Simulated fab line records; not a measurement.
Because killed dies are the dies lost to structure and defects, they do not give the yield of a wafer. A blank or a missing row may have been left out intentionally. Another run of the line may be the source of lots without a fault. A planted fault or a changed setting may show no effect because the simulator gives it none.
Matching of chambers ; flow n5 finfet ; rie diel-03 running N5_ZERO_LAYER_DESCUM_16: 4 sister chambers
The step chemistry O2, time 7.9 s. 20 wafers are shown with their chamber, then 10 later ones without.

## EACH WAFER AND ITS CHAMBER
wafer;chamber;drypump motor current A (A);throttle valve pct (%);oes product au (a.u.)
L074.2;0;4.9;20.08;0.83
L074.3;1;6.1;20.72;0.77
L074.6;2;5.8;20.17;0.79
L075.1;1;6.1;20.73;0.77
L075.2;2;5.8;20.18;0.80
L075.5;0;4.9;20.08;0.84
L076.2;0;4.9;20.09;0.84
L076.5;1;6.0;20.74;0.77
L076.6;0;4.9;20.08;0.82
L078.1;0;4.9;20.09;0.83
L078.3;2;5.8;20.18;0.78
L078.6;2;5.8;20.17;0.78
L079.3;1;6.0;20.75;0.76
L079.4;3;6.6;20.37;0.68
L079.6;1;6.1;20.75;0.76
L080.3;0;4.9;20.10;0.82
L080.4;3;6.6;20.37;0.68
L080.5;2;5.8;20.18;0.78
L087.1;3;6.6;20.38;0.68
L087.2;1;6.1;20.78;0.75

SIGNATURES, as means of the wafers listed above
reading;chamber 0;chamber 1;chamber 2;chamber 3;scatter within a chamber
drypump motor current A;4.900;6.067;5.800;6.600;0.0289
throttle valve pct;20.0867;20.7450;20.1760;20.3733;0.0129
oes product au;0.8300;0.7633;0.7860;0.6800;0.00811
Rule: for a wafer and a chamber, the distance is found by dividing, reading by reading, the gap between the wafer's reading and the chamber's mean by the reading's scatter, squaring, summing and taking the root. The wafer belongs to the nearest chamber; if the next one is less than 2 further off, it can't be placed. The scatter: take each reading less its chamber's mean, square it, sum over the shown wafers, divide by the number of wafers less the number of chambers, and take the root.

## WAFERS WITH NO CHAMBER GIVEN
wafer;drypump motor current A (A);throttle valve pct (%);oes product au (a.u.)
L087.3;4.9;20.10;0.80
L089.1;6.6;20.38;0.67
L089.2;4.9;20.11;0.80
L089.3;5.8;20.20;0.77
L094.2;5.8;20.23;0.76
L094.3;6.0;20.79;0.75
L094.6;5.8;20.23;0.76
L095.2;6.6;20.14;0.96
L095.3;5.8;20.22;0.76
L095.4;6.0;20.78;0.74

## THE CHAMBER EACH PASSED THROUGH
wafer;from the rows above;in truth
L087.3;0;0
L089.1;3;3
L089.2;0;0
L089.3;2;2
L094.2;2;2
L094.3;1;1
L094.6;2;2
L095.2;2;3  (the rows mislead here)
L095.3;2;2
L095.4;1;1
Correctly placed: 9 of 10. Can't be placed from these rows: 0. Number placed wrongly: 1.
